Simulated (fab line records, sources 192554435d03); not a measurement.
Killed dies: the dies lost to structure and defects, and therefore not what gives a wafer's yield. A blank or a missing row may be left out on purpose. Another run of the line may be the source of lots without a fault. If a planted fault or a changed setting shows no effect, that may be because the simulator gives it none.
Chamber matching / flow n5 finfet / cmp-04 running N5_MOL_CONTACT_COAG_CMP_23: 4 sister chambers
The step polishes, stops on SiO2, t overpolish 1.5 s, target thk 0 nm. 4 wafers are shown with their chamber, then 9 later ones without.

WAFERS PAIRED WITH THEIR CHAMBERS
wafer=L076.1; chamber=0; motor current A (A)=7.8
wafer=L082.1; chamber=2; motor current A (A)=7.0
wafer=L082.2; chamber=1; motor current A (A)=8.7
wafer=L082.6; chamber=3; motor current A (A)=7.9

WAFERS WITH NO CHAMBER GIVEN
wafer=L084.2; motor current A (A)=7.7
wafer=L084.4; motor current A (A)=8.9
wafer=L084.6; motor current A (A)=8.2
wafer=L085.1; motor current A (A)=8.0
wafer=L085.4; motor current A (A)=7.4
wafer=L085.5; motor current A (A)=7.3
wafer=L096.3; motor current A (A)=7.5
wafer=L096.4; motor current A (A)=9.0
wafer=L096.6; motor current A (A)=7.3

EACH ONE'S CHAMBER
wafer=L084.2; from the rows above=can't be placed: 0 or 3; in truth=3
wafer=L084.4; from the rows above=1; in truth=1
wafer=L084.6; from the rows above=can't be placed: 3 or 0 or 1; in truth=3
wafer=L085.1; from the rows above=can't be placed: 3 or 0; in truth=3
wafer=L085.4; from the rows above=can't be placed: 0 or 2 or 3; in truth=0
wafer=L085.5; from the rows above=can't be placed: 2 or 0 or 3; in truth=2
wafer=L096.3; from the rows above=can't be placed: 0 or 3 or 2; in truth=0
wafer=L096.4; from the rows above=1; in truth=1
wafer=L096.6; from the rows above=can't be placed: 2 or 0 or 3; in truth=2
2 of 9 placed correctly. Can't be placed from these rows: 7 (the true chamber is among the candidates in 7). 0 placed wrongly.
How it was worked out, from the rows above alone: a wafer's distance from a chamber is the root of the sum, over the readings, of the square of ((its reading less the chamber's mean) divided by the reading's scatter). If the next closest chamber is less than 2 further off than the closest, the wafer can't be placed; otherwise it belongs to the closest. A chamber's mean is the mean of its shown wafers. The scatter (one wafer shown for each chamber): square how far every hidden wafer sits from the nearest shown wafer, average those squares and take the square root.
